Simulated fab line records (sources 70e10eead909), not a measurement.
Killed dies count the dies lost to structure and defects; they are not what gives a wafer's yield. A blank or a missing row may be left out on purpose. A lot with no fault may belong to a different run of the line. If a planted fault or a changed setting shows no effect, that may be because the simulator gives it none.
Which tool was responsible? / flow nand_harc / 42 wafers from 14 lots sampled at 4 of the route's 1159 steps

WHAT THE GAUGES SHOWED, per wafer
NHARC_P_M1_OVL_MEAS_10: pitch 260 nm. Usual: overlay_x_nm 0.1 nm, standard deviation 0.79; overlay_y_nm -0.2 nm, standard deviation 0.79.
lot=L276; measured=day 5 23:02; on=overlay-01; overlay_x_nm (nm)=-1.4 -1.9 -1.5; overlay_y_nm (nm)=0.4 1.1 1.2; flag=
lot=L278; measured=day 6 19:12; on=overlay-01; overlay_x_nm (nm)=-0.5 -0.3 0.0; overlay_y_nm (nm)=0.3 1.0 0.1; flag=
lot=L281; measured=day 7 08:05; on=overlay-02; overlay_x_nm (nm)=0.3 0.3 -0.1; overlay_y_nm (nm)=-0.3 -0.2 0.1; flag=
lot=L280; measured=day 7 08:31; on=overlay-01; overlay_x_nm (nm)=0.1 0.8 0.8; overlay_y_nm (nm)=-0.2 0.0 -0.1; flag=
lot=L283; measured=day 7 20:07; on=overlay-02; overlay_x_nm (nm)=-1.1 -1.4 0.0; overlay_y_nm (nm)=0.8 0.8 0.6; flag=
lot=L284; measured=day 8 01:47; on=overlay-02; overlay_x_nm (nm)=1.4 0.6 0.8; overlay_y_nm (nm)=0.1 -0.6 -0.6; flag=
lot=L285; measured=day 8 10:28; on=overlay-01; overlay_x_nm (nm)=0.1 0.0 0.1; overlay_y_nm (nm)=-0.4 -0.2 -0.2; flag=
lot=L292; measured=day 10 09:15; on=overlay-02; overlay_x_nm (nm)=-0.1 0.1 0.1; overlay_y_nm (nm)=-1.2 -0.6 -0.4; flag=
lot=L293; measured=day 10 10:10; on=overlay-01; overlay_x_nm (nm)=-0.6 -0.2 -0.1; overlay_y_nm (nm)=0.0 -0.3 -0.5; flag=
lot=L295; measured=day 10 12:36; on=overlay-01; overlay_x_nm (nm)=-0.4 0.4 0.7; overlay_y_nm (nm)=-1.5 -0.7 -0.7; flag=
lot=L294; measured=day 10 14:11; on=overlay-01; overlay_x_nm (nm)=0.1 -0.1 0.4; overlay_y_nm (nm)=2.1 1.8 1.6; flag=
lot=L297; measured=day 11 00:16; on=overlay-01; overlay_x_nm (nm)=0.2 -0.1 -0.7; overlay_y_nm (nm)=-0.7 -0.8 -0.3; flag=
lot=L296; measured=day 11 00:35; on=overlay-01; overlay_x_nm (nm)=1.2 1.5 1.4; overlay_y_nm (nm)=-0.2 -0.5 0.0; flag=
lot=L298; measured=day 11 07:31; on=overlay-01; overlay_x_nm (nm)=-1.3 -0.8 -0.3; overlay_y_nm (nm)=1.0 0.9 0.4; flag=

TOOL THAT RAN EACH LOT (tool first, then ch and the chambers of the sampled wafers, then the start)
lot=L276; NHARC_P_M0_STRIP_18=rie_diel-09 ch 0,1,3, day 5 19:40; NHARC_P_M0_PRE_CLEAN_29=pvd_sputter-01, day 5 22:17 or earlier; NHARC_P_M1_DEP_00=pecvd-04 ch 1,2, day 5 22:17
lot=L278; NHARC_P_M0_STRIP_18=rie_diel-07 ch 0,2,3, day 6 15:39; NHARC_P_M0_PRE_CLEAN_29=pvd_sputter-03, day 6 18:20 or earlier; NHARC_P_M1_DEP_00=pecvd-03 ch 0,1,2, day 6 18:20
lot=L281; NHARC_P_M0_STRIP_18=rie_diel-09 ch 0,1, day 7 04:32; NHARC_P_M0_PRE_CLEAN_29=pvd_sputter-02, day 7 07:20 or earlier; NHARC_P_M1_DEP_00=pecvd-01 ch 0,1,2, day 7 07:20
lot=L280; NHARC_P_M0_STRIP_18=rie_diel-06 ch 0,1,2, day 7 04:38; NHARC_P_M0_PRE_CLEAN_29=pvd_sputter-03, day 7 07:36 or earlier; NHARC_P_M1_DEP_00=pecvd-04 ch 0,1,2, day 7 07:36
lot=L283; NHARC_P_M0_STRIP_18=rie_diel-07 ch 0,2,3, day 7 16:23; NHARC_P_M0_PRE_CLEAN_29=pvd_sputter-01, day 7 19:22 or earlier; NHARC_P_M1_DEP_00=pecvd-03 ch 0,1,2, day 7 19:22
lot=L284; NHARC_P_M0_STRIP_18=rie_diel-09 ch 0,1,2, day 7 22:10; NHARC_P_M0_PRE_CLEAN_29=pvd_sputter-03, day 8 00:50 or earlier; NHARC_P_M1_DEP_00=pecvd-04 ch 0,2, day 8 00:50
lot=L285; NHARC_P_M0_STRIP_18=rie_diel-07 ch 0,1, day 8 07:01; NHARC_P_M0_PRE_CLEAN_29=pvd_sputter-01, day 8 09:41 or earlier; NHARC_P_M1_DEP_00=pecvd-01 ch 0,1,2, day 8 09:41
lot=L292; NHARC_P_M0_STRIP_18=rie_diel-09 ch 2,3, day 10 05:38; NHARC_P_M0_PRE_CLEAN_29=pvd_sputter-01, day 10 08:23 or earlier; NHARC_P_M1_DEP_00=pecvd-03 ch 0,2, day 10 08:23
lot=L293; NHARC_P_M0_STRIP_18=rie_diel-09 ch 2,3, day 10 05:57; NHARC_P_M0_PRE_CLEAN_29=pvd_sputter-03, day 10 09:17 or earlier; NHARC_P_M1_DEP_00=pecvd-03 ch 0,2, day 10 09:17
lot=L295; NHARC_P_M0_STRIP_18=rie_diel-06 ch 1,2, day 10 08:52; NHARC_P_M0_PRE_CLEAN_29=pvd_sputter-03, day 10 11:40 or earlier; NHARC_P_M1_DEP_00=pecvd-04 ch 0,1,2, day 10 11:40
lot=L294; NHARC_P_M0_STRIP_18=rie_diel-07 ch 0,1, day 10 10:22; NHARC_P_M0_PRE_CLEAN_29=pvd_sputter-03, day 10 13:16 or earlier; NHARC_P_M1_DEP_00=pecvd-04 ch 1,2, day 10 13:16
lot=L297; NHARC_P_M0_STRIP_18=rie_diel-09 ch 0,2, day 10 20:41; NHARC_P_M0_PRE_CLEAN_29=pvd_sputter-01, day 10 23:21 or earlier; NHARC_P_M1_DEP_00=pecvd-04 ch 0,1,2, day 10 23:21
lot=L296; NHARC_P_M0_STRIP_18=rie_diel-09 ch 0,2,3, day 10 20:53; NHARC_P_M0_PRE_CLEAN_29=pvd_sputter-02, day 10 23:43 or earlier; NHARC_P_M1_DEP_00=pecvd-03 ch 0,1, day 10 23:43
lot=L298; NHARC_P_M0_STRIP_18=rie_diel-09 ch 1,2,3, day 11 03:47; NHARC_P_M0_PRE_CLEAN_29=pvd_sputter-01, day 11 06:36 or earlier; NHARC_P_M1_DEP_00=pecvd-04 ch 0,2, day 11 06:36
- NHARC_P_M0_STRIP_18: strips in N2/H2.
- NHARC_P_M0_PRE_CLEAN_29: time 30 s.
- NHARC_P_M1_DEP_00: deposits SiOC, target thk 182.5 nm.

AS READ BY THE TOOLS THEMSELVES (means over the sampled wafers that have a number; for cases with no such wafer, the mark the record gives instead)
NHARC_P_M0_STRIP_18. Usual: drypump_motor_current_A 5.5 A, standard deviation 0.45; oes_product_au 0.999 a.u., standard deviation 0.0076; rf_vpp_V 90.9 V, standard deviation 0.91; showerhead_plenum_p_Torr 2.07 Torr, standard deviation 0.062; throttle_valve_pct 14.173 %, standard deviation 0.0087.
lot=L276; tool=rie_diel-09; drypump_motor_current_A (A)=5.5; oes_product_au (a.u.)=0.999; rf_vpp_V (V)=91.8; showerhead_plenum_p_Torr (Torr)=2.07; throttle_valve_pct (%)=14.177; flag=
lot=L278; tool=rie_diel-07; drypump_motor_current_A (A)=5.3; oes_product_au (a.u.)=0.996; rf_vpp_V (V)=90.1; showerhead_plenum_p_Torr (Torr)=2.05; throttle_valve_pct (%)=14.167; flag=
lot=L281; tool=rie_diel-09; drypump_motor_current_A (A)=5.6; oes_product_au (a.u.)=0.999; rf_vpp_V (V)=90.3; showerhead_plenum_p_Torr (Torr)=2.11; throttle_valve_pct (%)=14.170; flag=
lot=L280; tool=rie_diel-06; drypump_motor_current_A (A)=5.3; oes_product_au (a.u.)=1.004; rf_vpp_V (V)=91.5; showerhead_plenum_p_Torr (Torr)=2.05; throttle_valve_pct (%)=14.174; flag=
lot=L283; tool=rie_diel-07; drypump_motor_current_A (A)=5.3; oes_product_au (a.u.)=1.004; rf_vpp_V (V)=90.8; showerhead_plenum_p_Torr (Torr)=2.05; throttle_valve_pct (%)=14.173; flag=
lot=L284; tool=rie_diel-09; drypump_motor_current_A (A)=5.6; oes_product_au (a.u.)=0.995; rf_vpp_V (V)=91.7; showerhead_plenum_p_Torr (Torr)=2.06; throttle_valve_pct (%)=14.181; flag=
lot=L285; tool=rie_diel-07; drypump_motor_current_A (A)=5.5; oes_product_au (a.u.)=0.999; rf_vpp_V (V)=90.6; showerhead_plenum_p_Torr (Torr)=2.04; throttle_valve_pct (%)=14.179; flag=
lot=L292; tool=rie_diel-09; drypump_motor_current_A (A)=5.6; oes_product_au (a.u.)=0.993; rf_vpp_V (V)=90.0; showerhead_plenum_p_Torr (Torr)=2.00; throttle_valve_pct (%)=14.170; flag=
lot=L293; tool=rie_diel-09; drypump_motor_current_A (A)=5.8; oes_product_au (a.u.)=1.006; rf_vpp_V (V)=90.9; showerhead_plenum_p_Torr (Torr)=2.00; throttle_valve_pct (%)=14.172; flag=
lot=L295; tool=rie_diel-06; drypump_motor_current_A (A)=4.9; oes_product_au (a.u.)=1.013; rf_vpp_V (V)=90.8; showerhead_plenum_p_Torr (Torr)=2.05; throttle_valve_pct (%)=14.169; flag=
lot=L294; tool=rie_diel-07; drypump_motor_current_A (A)=5.5; oes_product_au (a.u.)=0.990; rf_vpp_V (V)=91.1; showerhead_plenum_p_Torr (Torr)=2.04; throttle_valve_pct (%)=14.178; flag=
lot=L297; tool=rie_diel-09; drypump_motor_current_A (A)=5.8; oes_product_au (a.u.)=0.996; rf_vpp_V (V)=91.0; showerhead_plenum_p_Torr (Torr)=2.09; throttle_valve_pct (%)=14.173; flag=
lot=L296; tool=rie_diel-09; drypump_motor_current_A (A)=5.7; oes_product_au (a.u.)=0.994; rf_vpp_V (V)=91.8; showerhead_plenum_p_Torr (Torr)=2.05; throttle_valve_pct (%)=14.170; flag=
lot=L298; tool=rie_diel-09; drypump_motor_current_A (A)=5.6; oes_product_au (a.u.)=1.000; rf_vpp_V (V)=90.3; showerhead_plenum_p_Torr (Torr)=2.02; throttle_valve_pct (%)=14.166; flag=

NHARC_P_M0_PRE_CLEAN_29. Usual: heater_power_w at 418 W, with a standard deviation of 39.
lot=L276; tool=pvd_sputter-01; heater_power_w (W)=446; flag=
lot=L278; tool=pvd_sputter-03; heater_power_w (W)=414; flag=
lot=L281; tool=pvd_sputter-02; heater_power_w (W)=426; flag=
lot=L280; tool=pvd_sputter-03; heater_power_w (W)=419; flag=
lot=L283; tool=pvd_sputter-01; heater_power_w (W)=445; flag=
lot=L284; tool=pvd_sputter-03; heater_power_w (W)=393; flag=
lot=L285; tool=pvd_sputter-01; heater_power_w (W)=406; flag=
lot=L292; tool=pvd_sputter-01; heater_power_w (W)=434; flag=
lot=L293; tool=pvd_sputter-03; heater_power_w (W)=419; flag=
lot=L295; tool=pvd_sputter-03; heater_power_w (W)=435; flag=
lot=L294; tool=pvd_sputter-03; heater_power_w (W)=407; flag=
lot=L297; tool=pvd_sputter-01; heater_power_w (W)=385; flag=
lot=L296; tool=pvd_sputter-02; heater_power_w (W)=430; flag=
lot=L298; tool=pvd_sputter-01; heater_power_w (W)=407; flag=

NHARC_P_M1_DEP_00. Usual: chamber_pressure_Torr 5.001 Torr, standard deviation 0.011; rf_fwd_power_W 598.5 W, standard deviation 1.8.
lot=L276; tool=pecvd-04; chamber_pressure_Torr (Torr)=5.007; rf_fwd_power_W (W)=600.0; flag=
lot=L278; tool=pecvd-03; chamber_pressure_Torr (Torr)=4.994; rf_fwd_power_W (W)=600.4; flag=
lot=L281; tool=pecvd-01; chamber_pressure_Torr (Torr)=5.005; rf_fwd_power_W (W)=597.7; flag=
lot=L280; tool=pecvd-04; chamber_pressure_Torr (Torr)=4.993; rf_fwd_power_W (W)=598.1; flag=
lot=L283; tool=pecvd-03; chamber_pressure_Torr (Torr)=-; rf_fwd_power_W (W)=-; flag=OFF
lot=L284; tool=pecvd-04; chamber_pressure_Torr (Torr)=-; rf_fwd_power_W (W)=-; flag=OFF
lot=L285; tool=pecvd-01; chamber_pressure_Torr (Torr)=4.991; rf_fwd_power_W (W)=599.2; flag=
lot=L292; tool=pecvd-03; chamber_pressure_Torr (Torr)=5.003; rf_fwd_power_W (W)=598.1; flag=
lot=L293; tool=pecvd-03; chamber_pressure_Torr (Torr)=5.010; rf_fwd_power_W (W)=598.6; flag=
lot=L295; tool=pecvd-04; chamber_pressure_Torr (Torr)=4.995; rf_fwd_power_W (W)=597.3; flag=
lot=L294; tool=pecvd-04; chamber_pressure_Torr (Torr)=4.999; rf_fwd_power_W (W)=599.0; flag=
lot=L297; tool=pecvd-04; chamber_pressure_Torr (Torr)=5.006; rf_fwd_power_W (W)=599.3; flag=
lot=L296; tool=pecvd-03; chamber_pressure_Torr (Torr)=5.002; rf_fwd_power_W (W)=600.3; flag=
lot=L298; tool=pecvd-04; chamber_pressure_Torr (Torr)=5.003; rf_fwd_power_W (W)=597.9; flag=

THE ANSWER, worked out from the rows above alone
Rule: take the mean of a lot's wafers that have a number; if it is more than 3 standard deviations from the usual mean, the lot is off. Also off: a lot with no number at a reading for which 4 or more lots have one. Any other lot the step has rows for is counted as sound. Order of review: gauges by route order, followed by the tools' own readings, for which a lot's mean as printed above is used. At the first step where some lot is off, the reading lying furthest off is the one used; lots without a number count as furthest.
Off at NHARC_P_M1_DEP_00 (chamber_pressure_Torr): L283, L284. Without a number there: L283, L284.
If a tool, at that step or one of the process steps before it, ran each lot that is off and ran no sound lot following the first of them, it fits. Because NHARC_P_M0_PRE_CLEAN_29 lacks a start for some lots, the hours and order of its lots are taken from NHARC_P_M1_DEP_00. Not one of the candidates tried fits.

WHAT WAS PUT IN BY THE SIMULATOR
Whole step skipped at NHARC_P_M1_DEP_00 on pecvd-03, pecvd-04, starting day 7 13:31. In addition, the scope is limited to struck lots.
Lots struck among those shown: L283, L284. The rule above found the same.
